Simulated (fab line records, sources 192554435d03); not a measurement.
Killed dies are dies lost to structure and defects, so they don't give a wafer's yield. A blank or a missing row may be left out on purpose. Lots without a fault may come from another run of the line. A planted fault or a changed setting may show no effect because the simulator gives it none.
fab line records | flow n5_finfet
record lots=11 wafers=31 last_day=16
route steps=1938 shown PASS1_DEP@1831 MIM_TOP_LITHO@1848 MIM_TOP_ETCH@1851 PASSIVATION@1936
lots that met no fault: from a run of the same line without faults
start_h: hours from the record's first day to the start of the lot's first wafer shown | wait_h: hours since the lot's step before | " the same as in the row above | L1.1+2: a row that stands for several wafers | - no value, or no start given | * or withheld: withheld | < > ~ a bound
route shown NAME@n: a module of which the file shows steps, and the number in the route of the first | usual: mean/standard deviation of fault-free wafers | same: alike in all rows | chamber/n: place in a boat | sites: the reading at each site | _std_site: their standard deviation | _edge_site: outer sites' mean less inner sites' | radius_mm: how far each site lies from the wafer's centre | mask NAME#n: copy n | behind: the tool/chamber that last shaped the wafer | hold: why the lot was held/for how many hours/how that ended | device: the transistor (n, p or np) that didn't switch | end of line: the same wafers' tests at the end of the route | a step without rows: its recipe alone | killed: dies lost to structure and defects at the first sort, not the wafer's yield | map: a wafer's dies, x killed, . not, _ none there
set.NAME: the setting as run; set.NAME@STEP: as run at that earlier step | model.NAME: the simulator's own value behind a step, which no gauge read
steps of the route over a sample of lots; a table a step, a row a wafer
services: from which hour (start_h, from the record's first day; less than 0 if before it) a tool's chamber was out of use, for how many hours, and why
## steps
# step N5_PASSIVATION_PECVD_00
# recipe material=SiO2 target_thk_a=2000 temp_c=400 precursor=SiH4/N2O pressure_torr=2.7 rf_w=608 time_s=11.2
# usual heater_power_w=671/94 showerhead_plenum_p_Torr=8.20/0.1 throttle_valve_pct=50.0/2.6
# columns lot.wafer tool chamber start_h wait_h heater_power_w showerhead_plenum_p_Torr throttle_valve_pct
L598.3 pecvd-04 0 259.75 0.5 736 8.14 49.0
L598.4 " 1 " " 626 8.20 50.6
L598.5 " 2 " " 662 8.11 46.6
L600.1 pecvd-03 0 274.10 0.8 691 8.14 49.2
L600.4 " 2 " " 570 8.33 52.7
L600.6 " 0 " " 684 8.14 48.9
L604.3 pecvd-03 2 296.15 0.5 591 8.31 53.0
L604.4 " 1 " " 585 8.10 54.8
L604.5 " 1 " " 608 8.09 54.9
L606.2 pecvd-01 2 309.77 0.7 560 8.37 46.3
L606.3 " 1 " " 840 8.23 50.7
L606.6 " 0 " " 687 8.32 50.2
L605.1 pecvd-03 1 310.21 0.8 578 8.10 55.0
L605.5 " 0 " " 687 8.11 49.3
L605.6 " 2 " " 572 8.35 52.7
L608.1 pecvd-01 1 327.25 0.8 764 8.21 50.9
L608.3 " 0 " " 695 8.32 50.2
L608.4 " 2 " " 674 8.40 46.5
L609.1 pecvd-01 2 339.59 0.8 730 8.37 46.8
L609.4 " 2 " " 580 8.38 46.6
L609.6 " 0 " " 742 8.33 50.3
L613.1 pecvd-04 1 363.18 0.8 594 8.19 50.3
L613.4 " 2 " " 722 8.10 47.0
L613.5 " 1 " " 591 8.18 50.4
L615.2 pecvd-04 2 373.05 0.7 681 8.13 47.1
L615.3 " 1 " " 506 8.20 50.4
L615.6 " 1 " " 535 8.18 50.3
L616.4 pecvd-03 1 374.48 0.4 628 8.06 55.0
L616.6 " 2 " " 526 8.34 53.4
L617.1 pecvd-03 1 381.47 0.8 577 8.09 54.9
L617.6 " 0 " " 710 8.12 49.2
# step N5_MIM_TOP_LITHO_OVL_MEAS_11
# recipe points_per_wafer=44
# usual MIM_TOP_OVL=1/4.1
# columns lot.wafer tool chamber start_h wait_h MIM_TOP_OVL[nm]
L598.3 overlay-02 0 262.98 0.0 3
L598.4 " 0 " " 3
L598.5 " 0 " " 1
L600.1 overlay-01 0 276.85 0.0 3
L600.4 " 0 " " 7
L600.6 " 0 " " 4
L604.3 overlay-01 0 299.90 0.0 -2
L604.4 " 0 " " -1
L604.5 " 0 " " -1
L606.2 overlay-02 0 312.08 0.0 4
L606.3 " 0 " " 6
L606.6 " 0 " " -4
L605.1 overlay-02 0 313.74 0.0 0
L605.5 " 0 " " 4
L605.6 " 0 " " 4
L608.1 overlay-01 0 329.51 0.0 3
L608.3 " 0 " " 0
L608.4 " 0 " " 4
L609.1 overlay-01 0 342.12 0.0 4
L609.4 " 0 " " 6
L609.6 " 0 " " 3
L613.1 overlay-02 0 364.84 0.0 5
L613.4 " 0 " " 7
L613.5 " 0 " " 1
L615.2 overlay-01 0 377.88 0.0 2
L615.3 " 0 " " -4
L615.6 " 0 " " 1
L616.4 overlay-02 0 378.71 0.0 -2
L616.6 " 0 " " -7
L617.1 overlay-01 0 384.09 0.0 5
L617.6 " 0 " " -7
# step N5_MIM_TOP_ETCH_ETCH_00
# recipe chemistry=Cl2/BCl3 target=TiN target_depth_a=385 ion_energy_ev=150 pressure_mtorr=10 icp_w=1000 bias_w=126 Cl2_flow_sccm=53.25 bcl3_flow_sccm=21.75 Ar_flow_sccm=25
# usual drypump_motor_current_A=5.8/0.43 mfc_cl2_sccm=53.26/0.13 oes_product_au=0.82/0.11 throttle_valve_pct=22.67/0.29
# columns lot.wafer tool chamber start_h wait_h drypump_motor_current_A mfc_cl2_sccm oes_product_au rf_hours_counter_h throttle_valve_pct
L598.3 rie_metal-01 1 263.19 0.1 5.4 53.05 0.69 - 22.59
L598.4 " 0 " " 5.5 53.28 0.97 - 22.48
L598.5 " 1 " " 5.4 53.16 0.69 - 22.58
L600.1 rie_metal-01 0 277.00 0.1 5.5 53.19 0.95 5 22.47
L600.4 " 1 " " 5.4 53.10 0.69 - 22.58
L600.6 " 0 " " 5.5 53.29 0.94 - 22.47
L604.3 rie_metal-01 1 300.13 0.1 5.4 53.43 0.68 - 22.60
L604.4 " 0 " " 5.6 53.05 0.93 - 22.48
L604.5 " 1 " " 5.4 53.39 0.68 - 22.61
L606.2 rie_metal-02 1 312.32 0.2 6.3 53.34 0.98 1 22.29
L606.3 " 1 " " 6.4 53.13 0.97 - 22.30
L606.6 " 1 " " 6.4 53.21 0.97 - 22.30
L605.1 rie_metal-02 1 314.37 0.1 6.4 53.34 0.97 1 22.30
L605.5 " 1 " " 6.4 53.26 0.97 - 22.28
L605.6 " 0 " " 6.4 53.27 0.81 - 22.84
L608.1 rie_metal-03 1 329.72 0.1 5.5 53.22 0.74 66 23.29
L608.3 " 0 " " 5.5 53.23 1.01 - 22.67
L608.4 " 1 " " 5.5 53.29 0.73 - 23.26
L609.1 rie_metal-01 0 342.26 0.1 5.6 53.10 0.92 11 22.48
L609.4 " 0 " " 5.6 53.04 0.91 - 22.50
L609.6 " 0 " " 5.6 53.23 0.91 - 22.49
L613.1 rie_metal-02 0 364.99 0.1 6.3 53.20 0.81 27 22.85
L613.4 " 0 " " 6.3 53.25 0.81 - 22.86
L613.5 " 0 " " 6.3 53.27 0.81 - 22.85
L615.2 rie_metal-01 1 378.03 0.1 5.4 53.53 0.67 93 22.61
L615.3 " 1 " " 5.4 53.53 0.66 - 22.61
L615.6 " 0 " " 5.6 53.00 0.89 - 22.49
L616.4 rie_metal-02 1 378.89 0.1 6.4 53.25 1.21 - 22.29
L616.6 " 1 " " 6.4 53.24 0.92 - 22.31
L617.1 rie_metal-02 1 384.59 0.1 6.4 53.35 1.22 7 22.27
L617.6 " 0 " " 6.3 53.26 0.80 - 22.86
# step N5_MIM_TOP_ETCH_STRIP_01
# recipe chemistry=O2 power_w=600 temp_c=60 pressure_mtorr=30 rf_frequency_hz=6e+07 bias_power_w=0 overash_fraction=0.5 o2_flow_sccm=225
# usual drypump_motor_current_A=5.9/0.39 oes_product_au=0.79/0.1 rf_vpp_V=3.6/1.5 showerhead_plenum_p_Torr=2.12/0.084 throttle_valve_pct=16.65/0.26
# same bias_power_w=0
# columns lot.wafer tool chamber start_h wait_h drypump_motor_current_A oes_product_au rf_hours_counter_h rf_vpp_V showerhead_plenum_p_Torr throttle_valve_pct
L598.3 rie_diel-05 1 263.29 0.1 6.1 0.69 246 2.7 1.97 16.43
L598.4 " 2 " " 5.6 0.94 7 5.7 2.16 16.51
L598.5 " 2 " " 5.6 0.96 - 3.2 2.16 16.52
L600.1 rie_diel-01 0 277.14 0.1 5.5 0.79 100 5.4 2.21 16.77
L600.4 " 3 " " 5.7 0.71 226 5.7 2.16 16.73
L600.6 " 1 " " 6.3 0.77 - 4.7 2.19 16.44
L604.3 rie_diel-06 2 300.43 0.3 6.3 0.68 229 4.9 2.09 16.81
L604.4 " 3 " " 6.3 0.77 125 3.8 2.10 16.67
L604.5 " 2 " " 6.3 0.69 - 5.4 2.09 16.77
L606.2 rie_diel-05 1 312.46 0.1 6.1 0.99 0 3.2 2.23 15.98
L606.3 " 2 " " 5.6 0.88 24 2.6 2.15 16.60
L606.6 " 2 " " 5.6 0.89 - 4.1 2.15 16.56
L605.1 rie_diel-01 2 314.62 0.2 6.4 0.72 214 4.6 1.98 16.61
L605.5 " 1 " " 6.3 0.74 - 5.2 2.19 16.45
L605.6 " 2 " " 6.4 0.69 - 3.6 1.98 16.59
L608.1 rie_diel-05 0 330.10 0.3 5.5 0.73 186 2.8 2.00 16.98
L608.3 " 3 " " 5.8 0.68 237 6.1 2.16 16.90
L608.4 " 1 " " 6.1 0.95 6 5.1 2.22 15.99
L609.1 rie_diel-05 2 342.52 0.2 5.6 0.92 36 4.0 2.15 16.58
L609.4 " 1 " " 6.1 0.94 11 2.1 2.22 16.02
L609.6 " 0 " " 5.5 0.70 - 4.3 1.99 16.96
L613.1 rie_diel-05 2 365.25 0.2 5.6 0.88 41 5.0 2.15 16.62
L613.4 " 1 " " 6.1 0.91 17 3.2 2.22 16.04
L613.5 " 2 " " 5.6 0.89 - 9.1 2.14 16.57
L615.2 rie_diel-06 1 378.21 0.1 5.8 0.76 103 2.3 2.11 16.66
L615.3 " 2 " " 6.4 0.67 249 2.7 2.08 16.83
L615.6 " 1 " " 5.8 0.77 - 4.5 2.11 16.68
L616.4 rie_diel-05 0 379.01 0.1 5.5 0.72 - 4.9 1.99 16.96
L616.6 " 2 " " 5.6 0.87 - 1.4 2.14 16.61
L617.1 rie_diel-01 0 384.73 0.1 5.5 0.75 135 1.8 2.20 16.84
L617.6 " 2 " " 6.4 0.69 - 1.7 1.97 16.62
# step N5_PASSIVATION_PROBE_49
# usual defect_limited_yield=90.9/1.4 killed_at_M0_to_M3=37/12 killed_at_M4_up=14/5.3 killed_at_contacts=12/6.2 killed_at_front_end=41/11 killed_at_other=3.7/2.9 killed_dies=107/17 killed_open=71/12 killed_short=34/7.9 sort_bin_5_function=5.3/0.95 sort_bin_6_memory=3.4/0.7 sort_bin_8_speed=0.00/0.0099 sort_n_pass=1073/17 sort_yield_pct=90.9/1.5
# same gross_dies=1180 killed_at_back_side=0 sort_bin_4_leakage[%]=0
# columns lot.wafer tool chamber start_h wait_h defect_limited_yield[%] killed_at_M0_to_M3 killed_at_M4_up killed_at_contacts killed_at_front_end killed_at_other killed_dies killed_open killed_short sort_bin_5_function[%] sort_bin_6_memory[%] sort_bin_8_speed[%] sort_n_pass sort_yield_pct[%]
L605.1 prober-01 - 325.84 0.0 88.1 80 12 7 41 1 141 76 60 7.3 4.0 0 1039 88.1
L605.5 prober-01 - 326.04 0.2 89.1 53 11 10 54 1 129 79 45 6.5 3.7 0 1051 89.1
L605.6 prober-01 - 326.09 0.3 87.4 89 10 12 30 8 149 93 54 7.4 4.7 0 1031 87.4
L613.1 prober-01 - 374.72 0.0 92.1 20 8 17 44 4 93 60 33 4.7 2.8 0 1087 92.1
L613.4 prober-01 - 374.87 0.2 91.0 34 11 18 39 4 106 73 33 5.8 2.9 0 1074 91.0
L613.5 prober-01 - 374.92 0.2 91.1 28 14 29 30 4 105 72 31 6.2 2.6 0 1075 91.1
L616.6 prober-01 - 389.64 0.3 87.8 54 10 27 49 4 144 83 61 7.7 4.2 0 1036 87.8
# killed by level:class
L605.1 BEOL_M0_SAQP:geometric_particle:open=19 BEOL_M0_SAQP:geometric_particle:short=18 FIN_SAQP:geometric_particle:open=13 BEOL_M1:geometric_particle:short=12 FIN_SAQP:geometric_particle:short=10 BEOL_M2:geometric_particle:open=10 BEOL_M1:geometric_particle:open=6 BEOL_M3:geometric_particle:short=6
L605.5 BEOL_M0_SAQP:geometric_particle:open=18 BEOL_M0_SAQP:geometric_particle:short=14 GATE_CUT:geometric_particle:short=10 FIN_SAQP:geometric_particle:short=9 FIN_SAQP:geometric_particle:open=8 STI_FIN_REVEAL:geometric_particle:open=7 MOL_CONTACT_COAG:geometric_particle:open=7 BEOL_M1:geometric_particle:open=6
L605.6 BEOL_M0_SAQP:geometric_particle:short=22 BEOL_M0_SAQP:geometric_particle:open=22 BEOL_M2:geometric_particle:open=16 BEOL_M3:geometric_particle:open=9 BEOL_M1:geometric_particle:open=9 MOL_CONTACT_COAG:geometric_particle:open=8 FIN_SAQP:geometric_particle:open=6 STI_FIN_REVEAL:geometric_particle:open=5
L613.1 MOL_CONTACT_COAG:geometric_particle:open=14 STI_FIN_REVEAL:geometric_particle:open=14 STI_FIN_REVEAL:geometric_particle:short=8 BEOL_M2:geometric_particle:open=7 FIN_SAQP:geometric_particle:short=6 BEOL_M3:geometric_particle:open=5 FIN_SAQP:geometric_particle:open=4 GATE_CUT:geometric_particle:short=4
L613.4 MOL_CONTACT_COAG:geometric_particle:open=16 STI_FIN_REVEAL:geometric_particle:open=13 FIN_SAQP:geometric_particle:open=10 BEOL_M0_SAQP:geometric_particle:open=9 FIN_SAQP:geometric_particle:short=8 BEOL_M0_SAQP:geometric_particle:short=8 BEOL_M1:geometric_particle:short=4 DUMMY_GATE:geometric_particle:open=3
L613.5 MOL_CONTACT_COAG:geometric_particle:open=26 FIN_SAQP:geometric_particle:open=9 STI_FIN_REVEAL:geometric_particle:open=5 STARTING-WAFER:geometric_particle:open=5 BEOL_M0:geometric_particle:open=5 BEOL_M1:geometric_particle:short=5 BEOL_M4:geometric_particle:open=5 BEOL_M0_SAQP:geometric_particle:open=4
L616.6 MOL_CONTACT_COAG:geometric_particle:open=24 BEOL_M0_SAQP:geometric_particle:short=14 BEOL_M3:geometric_particle:short=11 GATE_CUT:geometric_particle:short=9 BEOL_M1:geometric_particle:open=9 FIN_SAQP:geometric_particle:open=7 BEOL_M1:geometric_particle:short=7 GATE_CUT:geometric_particle:open=6
## services
# columns tool chamber start_h hours kind
rie_metal-03 - 242.81 14.6 pm
rie_diel-01 - 243.61 0.2 repair
rie_metal-03 - 258.06 1.4 pm
pecvd-01 - 262.81 2.8 pm
rie_diel-06 0 271.64 2.8 repair
rie_diel-05 1 280.56 - clean
rie_diel-05 1 280.56 - consumable_replace:focus_ring
rie_diel-05 1 280.56 - consumable_replace:showerhead
rie_diel-05 1 280.56 29.9 scheduled_down
rie_diel-05 1 280.56 29.9 vent_cycle
rie_diel-05 2 296.80 2.9 repair
pecvd-04 1 297.75 48.4 repair
rie_diel-06 3 316.56 4.0 repair
pecvd-03 1 321.47 16.8 repair
rie_diel-06 - 325.45 14.6 pm
pecvd-04 2 333.04 2.6 repair
rie_diel-01 - 336.07 0.2 repair
rie_diel-01 0 347.03 9.4 repair
rie_metal-02 1 359.03 12.6 repair
rie_diel-05 1 366.67 2.3 repair
rie_diel-05 3 368.93 - clean
rie_diel-05 3 368.93 - consumable_replace:focus_ring
rie_diel-05 3 368.93 21.4 scheduled_down
rie_diel-05 3 368.93 21.4 vent_cycle
## key
first_sign step=N5_MIM_TOP_ETCH_ETCH_00 reading=oes_product_au direction=up sigmas=3.6 usual=0.82 struck=1.21
effect none on later readings
met_at N5_MIM_TOP_ETCH_ETCH_00
struck_lots L616,L617
struck_wafers L616.4,L617.1
not_acting_at N5_PASSIVATION_PECVD_00,N5_MIM_TOP_LITHO_OVL_MEAS_11,N5_MIM_TOP_ETCH_STRIP_01
onset_between 364.99 378.89
fault kind=process_parameter_drift tool=rie_metal-02 chamber=- onset_h=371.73 steps=N5_MIM_TOP_ETCH_ETCH_00 channel=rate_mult offset=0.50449 shape=step end_h=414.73 scope=struck_wafers_only
